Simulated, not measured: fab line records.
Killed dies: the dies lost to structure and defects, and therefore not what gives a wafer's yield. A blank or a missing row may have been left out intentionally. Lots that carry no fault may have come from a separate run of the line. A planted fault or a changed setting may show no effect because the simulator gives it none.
Which tool is to blame?    flow nand_harc    Sampling: 14 lots, 42 wafers, 2 of 1159 route steps

WHAT THE GAUGES SHOWED, per wafer
NHARC_A_M0_INSPECT_27.
lot   measured      on                 raw_defect_count
L498  day 18 21:34  defect_inspect-02  267 349 484
L499  day 18 22:28  defect_inspect-01  457 370 469
L497  day 18 23:22  defect_inspect-01  318 340 480
L500  day 18 23:42  defect_inspect-02  268 323 276
L511  day 21 12:37  defect_inspect-02  522 586 823
L509  day 22 00:06  defect_inspect-02  429 512 436
L508  day 22 10:34  defect_inspect-02  350 496 340
L512  day 22 11:49  defect_inspect-02  441 391 308
L513  day 22 12:37  defect_inspect-01  515 650 507
L516  day 22 13:27  defect_inspect-02  353 443 391
L515  day 22 13:46  defect_inspect-02  420 478 598
L520  day 23 00:53  defect_inspect-02  311 469 232
L518  day 23 01:12  defect_inspect-02  467 308 382
L519  day 23 08:35  defect_inspect-01  392 517 349

WHAT TOOL EACH LOT RAN ON (gives the tool, then ch and the chambers of the sampled wafers, and finally the start)
lot   NHARC_A_M0_PVD_21
L498  pvd_sputter-01, day 18 21:34 or earlier
L499  pvd_sputter-02, day 18 22:28 or earlier
L497  pvd_sputter-02, day 18 23:22 or earlier
L500  pvd_sputter-02, day 18 23:42 or earlier
L511  pvd_sputter-01, day 21 12:37 or earlier
L509  pvd_sputter-03, day 22 00:06 or earlier
L508  pvd_sputter-02, day 22 10:34 or earlier
L512  pvd_sputter-03, day 22 11:49 or earlier
L513  pvd_sputter-03, day 22 12:37 or earlier
L516  pvd_sputter-02, day 22 13:27 or earlier
L515  pvd_sputter-03, day 22 13:46 or earlier
L520  pvd_sputter-01, day 23 00:53 or earlier
L518  pvd_sputter-03, day 23 01:12 or earlier
L519  pvd_sputter-01, day 23 08:35 or earlier
- NHARC_A_M0_PVD_21: deposits Cu, target thk 30 nm, time 20.49 s.

AS READ BY THE TOOLS THEMSELVES (means over the sampled wafers that have a number; for cases with no such wafer, the mark the record gives instead)
NHARC_A_M0_PVD_21.
lot   tool            throttle_valve_pct (%)
L498  pvd_sputter-01  30.4
L499  pvd_sputter-02  30.4
L497  pvd_sputter-02  29.5
L500  pvd_sputter-02  30.0
L511  pvd_sputter-01  30.4
L509  pvd_sputter-03  30.2
L508  pvd_sputter-02  31.2
L512  pvd_sputter-03  30.4
L513  pvd_sputter-03  29.3
L516  pvd_sputter-02  29.9
L515  pvd_sputter-03  30.4
L520  pvd_sputter-01  30.8
L518  pvd_sputter-03  30.3
L519  pvd_sputter-01  30.8

THE ANSWER, worked out from the rows above alone
Rule: usual is defined by the lots themselves. The widest of any qualifying gaps counts: lots, ordered by their means at a reading, are off when they make up no more than a third of the lots, leave a main group of 4 or more, and stand apart from it by 3 or more times the standard deviation of that group's means. Not used: any main group whose means are identical at the precision the tables above print for the reading. Also off: a lot with no number at a reading for which 4 or more lots have one. Where the step has rows for the other lots, those lots are counted as sound. First the gauges in route order, then the tools' own readings, where a lot's mean is used as printed above. The first step at which some lot is off is used, and at that step the reading that is off furthest; a lot without a number counts as furthest.
Nothing can be told from this: no lot is off at any reading shown.

WHAT HAD BEEN PUT IN BY THE SIMULATOR
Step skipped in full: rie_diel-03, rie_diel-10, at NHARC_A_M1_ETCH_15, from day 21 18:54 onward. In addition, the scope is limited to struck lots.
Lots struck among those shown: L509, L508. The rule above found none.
